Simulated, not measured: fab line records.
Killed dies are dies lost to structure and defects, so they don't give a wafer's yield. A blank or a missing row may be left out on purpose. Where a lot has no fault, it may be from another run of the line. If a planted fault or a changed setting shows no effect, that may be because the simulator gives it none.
Chamber matching	flow nand-harc	4 sister chambers for NHARC_A_WL_FILL_ALD_19 on ald-metal-02
The step deposits TiN, target thk 2 nm, pulse time 3 s, ald cycles 100. 8 wafers are shown with their chamber, then 8 later ones without.

WAFERS, EACH WITH ITS CHAMBER
wafer	chamber	heater-power-w (W)	precursor-pulse-height-rel
L080.1	1	1310	1.005
L080.3	3	1156	1.051
L080.5	0	1064	1.039
L083.2	0	1060	1.010
L083.6	1	1280	0.976
L086.1	3	1125	0.967
L086.5	2	977	0.958
L087.1	2	989	0.996

WAFERS WITH NO CHAMBER GIVEN
wafer	heater-power-w (W)	precursor-pulse-height-rel
L087.4	1104	1.019
L087.6	1001	0.986
L090.1	1042	1.021
L090.3	1149	1.025
L090.6	1128	0.973
L096.1	992	1.021
L096.3	1167	1.037
L096.5	1052	1.031

THE CHAMBER EACH PASSED THROUGH
wafer	from the rows above	in truth
L087.4	can't be placed: 3 or 0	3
L087.6	2	2
L090.1	0	0
L090.3	3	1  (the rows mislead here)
L090.6	3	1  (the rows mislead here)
L096.1	2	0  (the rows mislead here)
L096.3	3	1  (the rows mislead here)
L096.5	0	0
Correctly placed: 3 of 8. Unplaceable from these rows: 1, with the true chamber sitting among the candidates in 1. 4 placed wrongly.
How it was worked out, from the rows above alone: a wafer's distance from a chamber is the root of the sum, over the readings, of the square of ((its reading less the chamber's mean) divided by the reading's scatter). The wafer belongs to the nearest chamber; if the next one is less than 2 further off, it can't be placed. Each chamber's mean is taken over the wafers shown for it. The scatter is the square root of a quotient: the sum, over the shown wafers, of each reading's squared deviation from its chamber's mean, divided by wafers minus chambers.
